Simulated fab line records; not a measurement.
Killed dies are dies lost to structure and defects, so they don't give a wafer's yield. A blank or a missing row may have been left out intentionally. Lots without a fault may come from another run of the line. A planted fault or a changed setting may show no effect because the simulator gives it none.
Struck lot and sound lot, side by side ; flow n5-finfet ; 14 out of 1938 route steps
Sound: wafers L685.2, L685.4, L685.6. The struck wafers were L690.4, L690.5, L690.6. At the end, the cause is stated.
Order at every step that has rows: each side's tool, ch and its chambers, its first start. Under that, the readings that differ: sound wafers ; struck wafers ; difference of the means ; sigmas: that difference in standard deviations of wafers without a fault.
alike: readings with means less than 2 such deviations apart, plus words and numbers identical on both sides. not compared: withheld readings, readings lacking a value on some wafer, bounds such as >300 that could conceal the same value, and numbers that have no deviation in the record and whose values overlap.
A row with sigmas, a row that says differs or no value, or rows on one side alone: a step with any of these is where the two part. When numbers do not overlap yet have no deviation, they are printed without sigmas and do not part them. A reading missing from all wafers of one side parts the sides only when that side holds two or more wafers.

N5_BEOL_M14_THK_MEAS_50: measures by xrf.
  sound on film-metro-02, day 14 22:23; struck on film-metro-02, day 15 21:30
  alike: M14_THK
then, 1 step without rows for these wafers: N5_BEOL_M14_PRE_CLEAN_52 (time 15 s).
N5_BEOL_M14_DEP_53: deposits SiCN from 3MS/NH3, target thk 50 nm, time 17.8 s.
  sound on pecvd-01 ch 0,1,2, day 14 22:27; struck on pecvd-04 ch 0,1,2, day 15 21:34
  alike: showerhead-plenum-p-Torr, throttle-valve-pct
  not compared: since-wet-clean-h
N5_BEOL_M14_RS_MEAS_54: the measuring method here is four-point-probe.
  sound on film-metro-01, day 14 22:31; struck on film-metro-02, day 15 21:38
  alike: M14_RS
N5_BEOL_M14_INSPECT_55: inspects for defects (darkfield).
  sound on defect-inspect-01, day 14 22:33; struck on defect-inspect-01, day 15 21:39
  alike: raw-defect-count
N5_BEOL_M15_ILD_DEP_00: deposits SiO2 from TEOS/O2, target thk 1629.3 nm, time 346.1 s.
  sound on pecvd-03 ch 0,2, day 14 22:35; struck on pecvd-04 ch 0,1,2, day 15 21:47
  alike: heater-power-w, showerhead-plenum-p-Torr, throttle-valve-pct
  not compared: since-wet-clean-h
N5_BEOL_M15_THK_MEAS_01:
  sound on film-metro-01, day 14 22:50; struck on film-metro-01, day 15 21:56
  alike: M15_ILD_THK
then, 5 steps without rows for these wafers: N5_BEOL_M15_COAT_58 (time 60 s, resist thk 89 nm); N5_BEOL_M15_COAT_04 (resist thk 800 nm); N5_BEOL_M15_EBR_06; N5_BEOL_M15_SOFTBAKE_05 (time 60 s); N5_BEOL_M15_EXPOSE_07 (exposes mask V14).
N5_BEOL_M15_PEB_08: peb time 90 s.
  sound on litho-track-01 ch 0, day 14 23:01; struck on litho-track-01, day 15 22:15
  no value came back on the struck wafers for chill-plate-temp-C (C), exhaust-pa (Pa); on the sound wafers chill-plate-temp-C (C) reads 23.00 23.09 23.03
then, 1 step without rows for these wafers: N5_BEOL_M15_DEVELOP_09 (develop time 45 s).

WHERE THEY PART
N5_BEOL_M15_PEB_08 only, going by this record.

WHY: the cause the simulator had injected
Whole step skipped at N5_BEOL_M15_PEB_08 on litho-track-01, starting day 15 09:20. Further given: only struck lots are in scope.
